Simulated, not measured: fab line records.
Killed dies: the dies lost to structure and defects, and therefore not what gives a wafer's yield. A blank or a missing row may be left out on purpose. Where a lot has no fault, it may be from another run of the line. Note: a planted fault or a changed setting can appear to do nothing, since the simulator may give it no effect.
Struck lot and sound lot, side by side + flow n5-finfet + 26 steps out of a route of 1938
Sound: the wafers L226.1, L226.3, L226.4. Wafers struck: L233.1, L233.2, L233.6. At the end, the cause is stated.
Per side, at each step with rows, come the tool, then ch with its chambers, and then its first start. Under that, the readings that differ: sound wafers + struck wafers + difference of the means + sigmas: that difference in standard deviations of wafers without a fault.
alike: words and numbers the same on both sides, and readings whose means are apart by under 2 such deviations; not compared: readings that were withheld, readings missing a value for some wafer, numbers with overlapping values and no deviation given by the record, and bounds like >300 which may hide the same value.
The two part at a step that has a row with sigmas, a row that says differs or no value, or rows on one side only. Numbers that have no deviation but don't overlap get no sigmas and don't part them. A reading that every wafer of one side lacks parts them only if that side has two wafers or more.

first, 2 steps without rows for these wafers: N5_SD_EPI_N_SRD_20 (time 30 s); N5_SD_EPI_N_PRECLEAN_48 (cleans in NF3:NH3, afs cycles 2, time 20 s, sublimation time 60 s).
N5_SD_EPI_N_VAPOR_ETCH_50: etches Si in HCl, time 54 s.
  sound on epi-rpcvd-04 ch 0, day 3 23:41; struck on epi-rpcvd-04 ch 0, day 5 15:29
  alike: throttle-valve-pct
then, 1 step without rows for these wafers: N5_SD_EPI_N_EPI_21 (deposits Si:P, time 690 s).
N5_SD_EPI_N_EPI_MEAS_23:
  struck on film-metro-01, day 5 17:23; sound on film-metro-01, day 4 02:13
  alike: thk-nm
then, 3 steps without rows for these wafers: N5_SD_EPI_N_PRECLEAN_24 (cleans in O3/DIW, time 60 s); N5_SD_EPI_N_SRD_25 (time 30 s); N5_SD_EPI_N_PRECLEAN_49 (cleans in NF3:NH3, afs cycles 1, time 20 s, sublimation time 60 s).
N5_SD_EPI_N_LINER_46: material SiNx, target thk 3 nm.
  sound on ald-sin-01 ch 1,2,3, day 4 02:58; struck on ald-sin-02 ch 0,1,3, day 5 17:59
  alike: heater-power-w
N5_SD_EPI_N_INSPECT_26: inspects for defects (darkfield).
  struck on defect-inspect-02, day 5 18:14; sound on defect-inspect-02, day 4 03:13
  alike: raw-defect-count
then, 2 steps without rows for these wafers: N5_SD_EPI_P_COAT_34 (time 60 s, resist thk 350 nm); N5_SD_EPI_P_COAT_35 (time 60 s, resist thk 35 nm).
N5_SD_EPI_P_COAT_03: resist thk 150 nm.
  sound on litho-track-02 ch 0, day 4 03:15; struck on litho-track-02 ch 0, day 5 18:17
| reading                                             | sound                | struck               | difference | sigmas      |
|-----------------------------------------------------|----------------------|----------------------|------------|-------------|
| spin-speed-rpm (rpm)                                | 1499.2 1500.0 1499.4 | 1232.0 1231.6 1232.5 | -267.5     | -99 or more |
| model.CAR-ArF-block_of_SD_EPI_P_COAT_03.thk-nm (nm) | 149.8 149.8 150      | 165 165.8 165.4      | +16        |             |
then, 5 steps without rows for these wafers: N5_SD_EPI_P_EBR_05; N5_SD_EPI_P_SOFTBAKE_04 (time 60 s); N5_SD_EPI_P_EXPOSE_06 (exposes mask SD P BLK, target cd 240 nm); N5_SD_EPI_P_PEB_07 (peb time 60 s); N5_SD_EPI_P_DEVELOP_08 (develop time 30 s).
N5_SD_EPI_P_CD_MEAS_09 targets a cd of 240 nm.
  sound on cd-sem-02 ch 0, day 4 03:29; struck on cd-sem-01 ch 0, day 5 18:31
  alike: cd-nm
N5_SD_EPI_P_OVL_MEAS_10:
  sound on overlay-01 ch 0, day 4 03:31; struck on overlay-02 ch 0, day 5 18:33
  alike: SD_P_BLK_OVL
N5_SD_EPI_P_INSPECT_11: inspects for defects (macro).
  struck on defect-inspect-02, day 5 18:34; sound on defect-inspect-01, day 4 03:32
  alike: raw-defect-count
N5_SD_EPI_P_DESCUM_14: chemistry O2, time 7.9 s.
  sound on rie-diel-05 ch 0,1,2, day 4 03:34; struck on rie-diel-05 ch 0,1, day 5 18:40
  alike: drypump-motor-current-A, oes-product-au, rf-vpp-V, showerhead-plenum-p-Torr, throttle-valve-pct
  not compared: rf-hours-counter-h
N5_SD_EPI_P_ETCH_36: etches SiARC in CF4, target depth 45.5 nm, time 75.8 s.
  sound on rie-diel-05 ch 0,1,2, day 4 03:37; struck on rie-diel-05 ch 0,1, day 5 18:43
| reading                                             | sound           | struck          | difference | sigmas |
|-----------------------------------------------------|-----------------|-----------------|------------|--------|
| model.CAR-ArF-block_of_SD_EPI_P_COAT_03.thk-nm (nm) | 110.6 110.6 111 | 126 126.8 126.4 | +16        |        |
  alike: bias-w, drypump-motor-current-A, etch-rf-on-time-s, oes-product-au, rf-vpp-V, showerhead-plenum-p-Torr, throttle-valve-pct
  not compared: rf-hours-counter-h
N5_SD_EPI_P_ETCH_37: etches SOC in N2/H2, overetch 108 nm, time 486 s.
  sound on rie-diel-05 ch 0,1,2, day 4 03:40; struck on rie-diel-05 ch 0,1, day 5 18:46
  alike: bias-w, drypump-motor-current-A, oes-product-au, rf-vpp-V, showerhead-plenum-p-Torr, throttle-valve-pct
  not compared: rf-hours-counter-h
-- a jump in the record: the struck wafers' starts before and after are 5 days apart (it breaks off in module SD_EPI_P and resumes in module BEOL_M4, where the first step shown is number 1111 of the route) --
N5_BEOL_M4_RC_MEAS_101:
  sound on prober-02 ch 0, day 8 11:24; struck on prober-02 ch 0, day 10 10:51
| reading   | sound          | struck         | difference | sigmas |
|-----------|----------------|----------------|------------|--------|
| VT_P (mV) | -254 -255 -254 | -246 -246 -246 | +8         | +2     |
  alike: DIBL_N, DIBL_P, IOFF_N, IOFF_P, ION_N, ION_P, SS_N, SS_P, VT_N
-- the record jumps here: 4 days lie between the struck wafers' starts before and after (it left off in module BEOL_M4 and takes up again in module PASSIVATION, whose first step shown is number 1936 of the route) --
N5_PASSIVATION_PROBE_49:
  struck on prober-01, day 14 19:01; sound on prober-02, day 12 16:27
  alike: defect-limited-yield, killed_at_M0_to_M3, killed_at_M4_up, killed-at-contacts, killed-at-front-end, killed-at-other, killed-dies, killed-on-rim, killed-open, killed-short, sort_bin_5_function, sort_bin_6_memory, sort-n-pass, sort-yield-pct

WHERE THEY PART
Last at N5_BEOL_M4_RC_MEAS_101 as far as this record goes, first at N5_SD_EPI_P_COAT_03. Later steps at which nothing parts them and some readings are alike: N5_PASSIVATION_PROBE_49.

WHY: whatever the simulator had introduced
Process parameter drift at N5_SD_EPI_P_COAT_03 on litho-track-02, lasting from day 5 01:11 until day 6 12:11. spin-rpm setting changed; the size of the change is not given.
